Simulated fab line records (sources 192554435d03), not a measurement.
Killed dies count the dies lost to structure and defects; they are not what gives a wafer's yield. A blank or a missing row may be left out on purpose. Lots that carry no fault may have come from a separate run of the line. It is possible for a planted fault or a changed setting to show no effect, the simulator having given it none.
Lot-split experiment / flow n5_finfet / 39 wafers read across 7 lots, on a route 1938 steps long

## ABOUT THE SPLIT
At N5_BEOL_M13_SPUTTER_43 (material TaN, target thk 15 nm, time 24.19 s), the setting time_s was moved away from the recipe's 24.19 s on 12 of the 39 wafers read, by -58.5% to +53.9%. For the rest of the wafers, this setting stayed at what the recipe calls for.

## FROM THE SPLIT TO THE READING: what the file shows between them, 4 steps
- N5_BEOL_M13_SPUTTER_44: material Ta, target thk 10 nm, time 16.13 s
- N5_BEOL_M13_SPUTTER_45: material Cu, target thk 80 nm, time 13.33 s
- N5_BEOL_M13_ECD_47: material Cu, target thk 936 nm
- N5_BEOL_M13_ANNEAL_48: time 90 s

## THE READING
barrier_field_endpoint_s, in s, at N5_BEOL_M13_CMP_49 (polishes, stops on SiOC, t overpolish 17.1 s, target thk 420 nm). On this fab line, fault-free wafers typically give 30.6 s with a standard deviation of 1.1 s.

wafer=L075.1; tool, chamber at the split=pvd_sputter-03, -; time_s as run, s=24.19; against the recipe=recipe; barrier_field_endpoint_s, s=29.3; against lot-mates on the recipe=-
wafer=L075.4; tool, chamber at the split=pvd_sputter-03, -; time_s as run, s=24.19; against the recipe=recipe; barrier_field_endpoint_s, s=32.0; against lot-mates on the recipe=-
wafer=L075.3; tool, chamber at the split=pvd_sputter-03, -; time_s as run, s=10.05; against the recipe=-58.5%; barrier_field_endpoint_s, s=19.7; against lot-mates on the recipe=-10.6
wafer=L075.2; tool, chamber at the split=pvd_sputter-03, -; time_s as run, s=10.05; against the recipe=-58.5%; barrier_field_endpoint_s, s=20.5; against lot-mates on the recipe=-9.8
wafer=L075.5; tool, chamber at the split=pvd_sputter-03, -; time_s as run, s=24.19; against the recipe=recipe; barrier_field_endpoint_s, s=29.6; against lot-mates on the recipe=-
wafer=L075.6; tool, chamber at the split=pvd_sputter-03, -; time_s as run, s=10.05; against the recipe=-58.5%; barrier_field_endpoint_s, s=20.7; against lot-mates on the recipe=-9.6
wafer=L076.2; tool, chamber at the split=pvd_sputter-01, -; time_s as run, s=24.19; against the recipe=recipe; barrier_field_endpoint_s, s=30.7; against lot-mates on the recipe=-
wafer=L076.4; tool, chamber at the split=pvd_sputter-01, -; time_s as run, s=24.19; against the recipe=recipe; barrier_field_endpoint_s, s=34.1; against lot-mates on the recipe=-
wafer=L076.5; tool, chamber at the split=pvd_sputter-01, -; time_s as run, s=24.19; against the recipe=recipe; barrier_field_endpoint_s, s=30.9; against lot-mates on the recipe=-
wafer=L082.4; tool, chamber at the split=pvd_sputter-03, -; time_s as run, s=37.24; against the recipe=+53.9%; barrier_field_endpoint_s, s=40.0; against lot-mates on the recipe=+9.6
wafer=L082.2; tool, chamber at the split=pvd_sputter-03, -; time_s as run, s=24.19; against the recipe=recipe; barrier_field_endpoint_s, s=30.8; against lot-mates on the recipe=-
wafer=L082.3; tool, chamber at the split=pvd_sputter-03, -; time_s as run, s=24.19; against the recipe=recipe; barrier_field_endpoint_s, s=30.3; against lot-mates on the recipe=-
wafer=L082.1; tool, chamber at the split=pvd_sputter-03, -; time_s as run, s=37.24; against the recipe=+53.9%; barrier_field_endpoint_s, s=40.0; against lot-mates on the recipe=+9.6
wafer=L082.5; tool, chamber at the split=pvd_sputter-03, -; time_s as run, s=24.19; against the recipe=recipe; barrier_field_endpoint_s, s=30.2; against lot-mates on the recipe=-
wafer=L082.6; tool, chamber at the split=pvd_sputter-03, -; time_s as run, s=37.24; against the recipe=+53.9%; barrier_field_endpoint_s, s=40.3; against lot-mates on the recipe=+9.9
wafer=L091.2; tool, chamber at the split=pvd_sputter-01, -; time_s as run, s=24.19; against the recipe=recipe; barrier_field_endpoint_s, s=30.8; against lot-mates on the recipe=-
wafer=L091.3; tool, chamber at the split=pvd_sputter-01, -; time_s as run, s=16.53; against the recipe=-31.7%; barrier_field_endpoint_s, s=25.7; against lot-mates on the recipe=-5.2
wafer=L091.4; tool, chamber at the split=pvd_sputter-01, -; time_s as run, s=24.19; against the recipe=recipe; barrier_field_endpoint_s, s=29.5; against lot-mates on the recipe=-
wafer=L091.1; tool, chamber at the split=pvd_sputter-01, -; time_s as run, s=16.53; against the recipe=-31.7%; barrier_field_endpoint_s, s=25.4; against lot-mates on the recipe=-5.5
wafer=L091.5; tool, chamber at the split=pvd_sputter-01, -; time_s as run, s=16.53; against the recipe=-31.7%; barrier_field_endpoint_s, s=24.3; against lot-mates on the recipe=-6.6
wafer=L091.6; tool, chamber at the split=pvd_sputter-01, -; time_s as run, s=24.19; against the recipe=recipe; barrier_field_endpoint_s, s=32.3; against lot-mates on the recipe=-
wafer=L094.1; tool, chamber at the split=pvd_sputter-01, -; time_s as run, s=24.19; against the recipe=recipe; barrier_field_endpoint_s, s=31.0; against lot-mates on the recipe=-
wafer=L094.2; tool, chamber at the split=pvd_sputter-01, -; time_s as run, s=24.19; against the recipe=recipe; barrier_field_endpoint_s, s=32.3; against lot-mates on the recipe=-
wafer=L094.3; tool, chamber at the split=pvd_sputter-01, -; time_s as run, s=24.19; against the recipe=recipe; barrier_field_endpoint_s, s=29.6; against lot-mates on the recipe=-
wafer=L094.4; tool, chamber at the split=pvd_sputter-01, -; time_s as run, s=24.19; against the recipe=recipe; barrier_field_endpoint_s, s=31.9; against lot-mates on the recipe=-
wafer=L094.6; tool, chamber at the split=pvd_sputter-01, -; time_s as run, s=24.19; against the recipe=recipe; barrier_field_endpoint_s, s=29.9; against lot-mates on the recipe=-
wafer=L094.5; tool, chamber at the split=pvd_sputter-01, -; time_s as run, s=24.19; against the recipe=recipe; barrier_field_endpoint_s, s=32.9; against lot-mates on the recipe=-
wafer=L093.2; tool, chamber at the split=pvd_sputter-02, -; time_s as run, s=24.19; against the recipe=recipe; barrier_field_endpoint_s, s=30.5; against lot-mates on the recipe=-
wafer=L093.3; tool, chamber at the split=pvd_sputter-02, -; time_s as run, s=24.19; against the recipe=recipe; barrier_field_endpoint_s, s=30.4; against lot-mates on the recipe=-
wafer=L093.1; tool, chamber at the split=pvd_sputter-02, -; time_s as run, s=14.89; against the recipe=-38.4%; barrier_field_endpoint_s, s=24.1; against lot-mates on the recipe=-6.8
wafer=L093.4; tool, chamber at the split=pvd_sputter-02, -; time_s as run, s=24.19; against the recipe=recipe; barrier_field_endpoint_s, s=31.8; against lot-mates on the recipe=-
wafer=L093.5; tool, chamber at the split=pvd_sputter-02, -; time_s as run, s=14.89; against the recipe=-38.4%; barrier_field_endpoint_s, s=23.0; against lot-mates on the recipe=-7.9
wafer=L093.6; tool, chamber at the split=pvd_sputter-02, -; time_s as run, s=14.89; against the recipe=-38.4%; barrier_field_endpoint_s, s=23.1; against lot-mates on the recipe=-7.8
wafer=L096.2; tool, chamber at the split=pvd_sputter-03, -; time_s as run, s=24.19; against the recipe=recipe; barrier_field_endpoint_s, s=29.5; against lot-mates on the recipe=-
wafer=L096.4; tool, chamber at the split=pvd_sputter-03, -; time_s as run, s=24.19; against the recipe=recipe; barrier_field_endpoint_s, s=29.2; against lot-mates on the recipe=-
wafer=L096.1; tool, chamber at the split=pvd_sputter-03, -; time_s as run, s=24.19; against the recipe=recipe; barrier_field_endpoint_s, s=31.1; against lot-mates on the recipe=-
wafer=L096.3; tool, chamber at the split=pvd_sputter-03, -; time_s as run, s=24.19; against the recipe=recipe; barrier_field_endpoint_s, s=30.4; against lot-mates on the recipe=-
wafer=L096.5; tool, chamber at the split=pvd_sputter-03, -; time_s as run, s=24.19; against the recipe=recipe; barrier_field_endpoint_s, s=30.6; against lot-mates on the recipe=-
wafer=L096.6; tool, chamber at the split=pvd_sputter-03, -; time_s as run, s=24.19; against the recipe=recipe; barrier_field_endpoint_s, s=28.9; against lot-mates on the recipe=-

THE FIT
A straight line over all 39 wafers: barrier_field_endpoint_s changes by +0.178 s for each +1% of time_s; r = +0.97; the points scatter about the line by 1.1 s.
The same after taking each lot's own level away (the mean of its wafers on the recipe; 39 wafers): +0.179 s for each +1%; r = +0.98; scatter 0.96 s.
On that fit, the largest move of time_s shifts the reading by 10 s.
The lots' own levels span 29.95 to 31.90 s, that is 1.8 times the standard deviation above.
Hence the lot-to-lot level has little effect on the slope; both slopes agree.
Check: for one of the wafers moved furthest among these (-58.5%), held out of the fit, the line's prediction against its lot-mates is -10.4 s. Against them it came out at -10.6 s.

## OTHER SPLITS APPLIED TO THESE WAFERS
Other splits were also applied to these wafers ahead of the reading. Each is held against what the fit with the lots' levels taken away leaves over:
other split on the same wafers=N5_BEOL_M12_TRENCH_ETCH_34 time_s; wafers away from the commonest value=18; r with barrier_field_endpoint_s (lot level and that fit taken away)=+0.12

## THE WHOLE CHAIN: every reading that the file lists as answering this split, in the file's order
step=N5_BEOL_M13_SPUTTER_43; what it does=material TaN, target thk 15 nm, time 24.19 s; reading=TaN_of_BEOL_M13_SPUTTER_43.thk_nm (the simulator's own value, which no gauge read); change (the file's fit)=+0.148 nm for each +1% of the setting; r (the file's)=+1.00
step=N5_BEOL_M13_CMP_49; what it does=polishes, stops on SiOC, t overpolish 17.1 s, target thk 420 nm; reading=barrier_field_endpoint_s; change (the file's fit)=+0.178 s for each +1% of the setting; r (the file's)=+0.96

## FILE'S OWN FIT
barrier_field_endpoint_s changes by +0.178 s for each +1% of time_s, r = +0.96.
